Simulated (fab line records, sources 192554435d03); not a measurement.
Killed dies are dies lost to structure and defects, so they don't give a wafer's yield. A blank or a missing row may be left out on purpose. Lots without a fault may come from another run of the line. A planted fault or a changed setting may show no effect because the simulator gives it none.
A struck lot beside a sound one | flow n5_finfet | 33 steps out of a route of 1938
Sound: wafers L138.1, L138.2, L138.5. Struck: wafers L126.2, L126.3, L126.5. The cause comes at the end.
At each step with rows: each side's tool, then ch and its chambers, then its first start. Under that, the readings that differ: sound wafers | struck wafers | difference of the means | sigmas: that difference in standard deviations of wafers without a fault.
alike: readings whose means differ by less than 2 such deviations, and words and numbers that are the same on both sides. not compared: withheld readings, readings that some wafer has no value for, bounds like >300 that may hide the same value, and numbers for which the record gives no deviation and whose values overlap.
The two part at a step that has a row with sigmas, a row that says differs or no value, or rows on one side only. Numbers that don't overlap but have no deviation are shown without sigmas and don't part them. A reading that every wafer of one side lacks parts them only if that side has two wafers or more.

first, 1 step without rows for these wafers: N5_BEOL_M12_PRE_CLEAN_42 (time 30 s).
N5_BEOL_M12_SPUTTER_43: material TaN, target thk 15 nm, time 24.19 s.
  sound on pvd_sputter-03, day 15 02:47; struck on pvd_sputter-02, day 11 23:00
  alike: throttle_valve_pct
then, 3 steps without rows for these wafers: N5_BEOL_M12_SPUTTER_44 (material Ta, target thk 10 nm, time 16.13 s); N5_BEOL_M12_SPUTTER_45 (material Cu, target thk 80 nm, time 13.33 s); N5_BEOL_M12_ECD_47 (material Cu, target thk 720 nm).
N5_BEOL_M12_ANNEAL_48: time 90 s.
  sound on rtp_anneal-02 ch 0, day 15 03:12; struck on rtp_anneal-02 ch 0, day 11 23:39
  alike: wafer_temp_C_max
N5_BEOL_M12_CMP_49: polishes, stops on SiOC, t overpolish 20.6 s, target thk 320 nm.
  sound on cmp-01 ch 0,1,2, day 15 03:32; struck on cmp-03 ch 2,3, day 11 23:54
  alike: barrier_field_endpoint_s, motor_current_A, overpolish_run_s, slurry_flow_ml_min
N5_BEOL_M12_THK_MEAS_50: measures by xrf.
  sound on film_metro-02, day 15 03:48; struck on film_metro-01, day 12 00:11
  reading      | sound       | struck      | difference | sigmas
  M12_THK (nm) | 317 319 325 | 305 303 314 | -13        | -2
then, 2 steps without rows for these wafers: N5_BEOL_M12_PRE_CLEAN_52 (time 15 s); N5_BEOL_M12_DEP_53 (deposits SiCN from 3MS/NH3, target thk 30 nm, time 10.5 s).
N5_BEOL_M12_RS_MEAS_54: measures by four-point-probe.
  sound on film_metro-02, day 15 03:55; struck on film_metro-02, day 12 00:19
  alike: M12_RS
N5_BEOL_M12_INSPECT_55: inspects for defects (darkfield).
  sound on defect_inspect-02, day 15 03:57; struck on defect_inspect-02, day 12 00:20
  reading          | sound    | struck   | difference | sigmas
  raw_defect_count | 96 62 95 | 30 26 40 | -52        | -2
N5_BEOL_M13_ILD_DEP_00: deposits SiOC from DEMS/O2, target thk 837.92 nm, time 166.4 s.
  sound on pecvd-01 ch 0,1, day 15 03:59; struck on pecvd-02 ch 0,2, day 12 00:23
  no value came back on the struck wafers for any of 5 readings (chamber_pressure_Torr (Torr), heater_power_outer_w (W) and others); on the sound wafers chamber_pressure_Torr (Torr) reads 5.004 5.002 5.008
then, 8 steps without rows for these wafers: N5_BEOL_M13_COAT_58 (time 60 s, resist thk 89 nm); N5_BEOL_M13_COAT_04 (resist thk 400 nm); N5_BEOL_M13_EBR_06; N5_BEOL_M13_SOFTBAKE_05 (time 60 s); N5_BEOL_M13_EXPOSE_07 (exposes mask V12); N5_BEOL_M13_PEB_08 (peb time 90 s); N5_BEOL_M13_DEVELOP_09 (develop time 45 s); N5_BEOL_M13_HARDBAKE_14 (time 120 s).
N5_BEOL_M13_CD_MEAS_10: target cd 190 nm.
  sound on cd_sem-02 ch 0, day 15 04:26; struck on cd_sem-01 ch 0, day 12 00:50
  alike: cd_nm
N5_BEOL_M13_OVL_MEAS_11:
  sound on overlay-02 ch 0, day 15 04:28; struck on overlay-01 ch 0, day 12 00:52
  alike: V12_OVL
N5_BEOL_M13_INSPECT_12: inspects for defects (macro).
  sound on defect_inspect-02, day 15 04:29; struck on defect_inspect-01, day 12 00:53
  alike: raw_defect_count
N5_BEOL_M13_DESCUM_15: chemistry O2, time 7.9 s.
  sound on rie_diel-01 ch 1,2,3, day 15 04:32; struck on rie_diel-01 ch 0,2,3, day 12 00:55
  alike: drypump_motor_current_A, oes_product_au, rf_vpp_V, showerhead_plenum_p_Torr, temp_c, throttle_valve_pct
  not compared: rf_hours_counter_h
then, 1 step without rows for these wafers: N5_BEOL_M13_ETCH_59 (etches BARC in N2/H2, target depth 89 nm, overetch 26.7 nm, time 67.9 s).
N5_BEOL_M13_VIA_ETCH_16: etches SiOC in C4F8/O2/Ar, target depth 921.7 nm.
  sound on rie_diel-01 ch 1,2,3, day 15 04:37; struck on rie_diel-01 ch 0,2,3, day 12 01:01
  reading                                    | sound             | struck         | difference | sigmas
  oes_product_au (a.u.)                      | 0.65 0.78 0.62    | 0.28 0.27 0.26 | -0.41      | -5
  model.etch.depth_nm (nm)                   | 831.2 826.9 840.4 | 0 0 0          | -833       |
  model.coat_of_BEOL_M13_COAT_04.thk_nm (nm) | 74.6 72.6 73.6    | 313 315 314.4  | +241       |
  alike: drypump_motor_current_A, mfc_ar_sccm, rf_vpp_V, showerhead_plenum_p_Torr, throttle_valve_pct
N5_BEOL_M13_STRIP_63: strips in N2/H2.
  sound on plasma_asher-01 ch 0,1, day 15 04:51; struck on plasma_asher-02 ch 0,1, day 12 01:15
  reading                      | sound             | struck            | difference | sigmas
  oes_product_au (a.u.)        | 0.673 0.679 0.683 | 0.865 0.867 0.868 | +0.188     | +38
  strip_time_to_endpoint_s (s) | 29.0 28.4 28.7    | 91.3 91.8 91.6    | +62.9      | +52
  alike: drypump_motor_current_A, heater_power_w, temp_c
  not compared: rf_hours_counter_h
N5_BEOL_M13_STRIP_64: strips in N2/H2.
  sound on plasma_asher-01 ch 0,1, day 15 04:55; struck on plasma_asher-02 ch 0,1, day 12 01:19
  alike: drypump_motor_current_A, heater_power_w, oes_product_au, strip_time_to_endpoint_s, temp_c
  not compared: rf_hours_counter_h
then, 2 steps without rows for these wafers: N5_BEOL_M13_STRIP_71 (strips in post etch residue remover, time 60 s); N5_BEOL_M13_SRD_72 (time 30 s, dry time 30 s).
N5_BEOL_M13_CD_MEAS_17: target cd 190 nm.
  sound on cd_sem-02, day 15 05:04; struck on cd_sem-03, day 12 01:28
  reading    | sound             | struck | difference                    | sigmas
  cd_nm (nm) | 190.6 191.9 190.3 | - - -  | no value on the struck wafers |
then, 1 step without rows for these wafers: N5_BEOL_M13_COAT_65 (time 60 s, resist thk 350 nm).

WHERE THEY PART
First at N5_BEOL_M12_THK_MEAS_50; last, within this record, at N5_BEOL_M13_CD_MEAS_17.

WHY: what the simulator had put in
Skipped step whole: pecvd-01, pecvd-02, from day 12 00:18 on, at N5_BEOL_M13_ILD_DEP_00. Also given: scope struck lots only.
